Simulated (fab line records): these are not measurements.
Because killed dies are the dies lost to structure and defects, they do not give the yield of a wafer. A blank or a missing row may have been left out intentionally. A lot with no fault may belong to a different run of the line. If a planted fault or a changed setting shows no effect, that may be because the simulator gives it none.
Which of the tools did it? -- flow n5_finfet -- 11 lots with 33 wafers sampled at 3 steps, on a route of 1938 steps

WHAT THE GAUGES SHOWED, per wafer
N5_BEOL_M4_CD_MEAS_18: pitch 36 nm, target cd 18 nm.
lot,measured,on,cd_nm (nm)
L075,day 7 14:19,cd_sem-01,17.85 18.06 17.26
L077,day 8 02:27,cd_sem-03,18.52 17.97 18.36
L080,day 9 00:46,cd_sem-02,18.09 18.25 18.05
L082,day 10 00:52,cd_sem-02,18.01 18.15 17.80
L084,day 10 07:43,cd_sem-03,17.79 18.53 17.60
L086,day 11 06:02,cd_sem-02,17.49 17.83 18.05
L088,day 11 13:38,cd_sem-03,18.18 17.75 17.93
L090,day 11 17:37,cd_sem-02,18.06 18.70 18.24
L091,day 12 10:40,cd_sem-03,17.64 18.02 18.23
L094,day 12 17:43,cd_sem-03,17.94 18.59 17.79
L096,day 13 23:51,cd_sem-03,18.30 17.97 18.39

EACH LOT AND THE TOOL THAT RAN IT (in order: tool; ch and the chambers of the sampled wafers; start)
lot,N5_BEOL_M4_ETCH_64,N5_BEOL_M4_STRIP_66
L075,"rie_diel-02 ch 0,3, day 7 13:53","rie_diel-02 ch 0,3, day 7 14:01"
L077,"rie_diel-06 ch 0,2, day 8 02:02","rie_diel-06 ch 0,2, day 8 02:10"
L080,"rie_diel-02 ch 0,1,3, day 9 00:25","rie_diel-02 ch 0,1,3, day 9 00:32"
L082,"rie_diel-06 ch 0,2, day 10 00:31","rie_diel-06 ch 0,2, day 10 00:39"
L084,"rie_diel-01 ch 0,1,3, day 10 07:07","rie_diel-01 ch 0,1,3, day 10 07:15"
L086,"rie_diel-06 ch 0,1,2, day 11 05:41","rie_diel-06 ch 0,1,2, day 11 05:49"
L088,"rie_diel-01 ch 0,3, day 11 13:17","rie_diel-01 ch 0,3, day 11 13:25"
L090,"rie_diel-01 ch 0,2,3, day 11 17:16","rie_diel-01 ch 0,2,3, day 11 17:24"
L091,"rie_diel-01 ch 1,2,3, day 12 10:18","rie_diel-01 ch 1,2,3, day 12 10:26"
L094,"rie_diel-06 ch 1,2,3, day 12 17:21","rie_diel-06 ch 1,2,3, day 12 17:29"
L096,"rie_diel-01 ch 0,2,3, day 13 23:30","rie_diel-01 ch 0,2,3, day 13 23:38"
- N5_BEOL_M4_ETCH_64: etches SOC in N2/H2, target depth 75 nm, overetch 22.5 nm, time 121.9 s.
- N5_BEOL_M4_STRIP_66: strips in CF4.

THE ANSWER, worked out from the rows above alone
Rule: usual is defined by the lots themselves. Put in order of their means at a reading, lots are off if they are a third of the lots or fewer, leave a main group of 4 or more, and stand apart from it by a gap of 3 or more times the standard deviation of the main group's means; of several such gaps the widest counts. A main group is skipped when, at the precision printed for the reading in the tables above, its means are all equal. Also off: a lot with no number at a reading for which 4 or more lots have one. Where the step has rows for the other lots, those lots are counted as sound.
Nothing can be told from this: no lot is off at any reading shown.

WHAT WAS PUT IN BY THE SIMULATOR
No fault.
